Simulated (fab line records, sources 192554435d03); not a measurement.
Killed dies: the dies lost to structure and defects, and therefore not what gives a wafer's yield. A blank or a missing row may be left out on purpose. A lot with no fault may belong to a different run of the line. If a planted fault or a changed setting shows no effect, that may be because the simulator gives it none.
Matching of chambers | flow n5Finfet | N5_BEOL_M2_PRE_CLEAN_60 on cvdCo-01: 3 sister chambers
The step time 15 s. 3 wafers are shown with their chamber, then 7 later ones without.

WAFERS WITH THEIR CHAMBER
wafer  | chamber | heaterPowerW (W)
L085.3 | 1       | 92
L092.1 | 2       | 98
L092.2 | 0       | 66

WAFERS WITHOUT THEIR CHAMBER
wafer  | heaterPowerW (W)
L092.4 | 98
L094.2 | 101
L094.5 | 65
L094.6 | 92
L097.1 | 66
L097.2 | 95
L097.6 | 97

EACH ONE'S CHAMBER
wafer  | from the rows above     | in truth
L092.4 | 2                       | 2
L094.2 | 2                       | 2
L094.5 | 0                       | 0
L094.6 | 1                       | 1
L097.1 | 0                       | 0
L097.2 | can't be placed: 1 or 2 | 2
L097.6 | 2                       | 2
Correct placement for 6 of the 7. Cannot be placed on the basis of these rows: 1; the candidates contain the true chamber in 1. 0 placed wrongly.
How it was worked out, from the rows above alone: a wafer's distance from a chamber is the root of the sum, over the readings, of the square of ((its reading less the chamber's mean) divided by the reading's scatter). The wafer belongs to the nearest chamber; if the next one is less than 2 further off, it can't be placed. For every chamber, the mean is computed from those of its wafers that are shown. The scatter: with one shown wafer a chamber, the root of the mean of the squares of how far each hidden wafer lies from its nearest shown one.
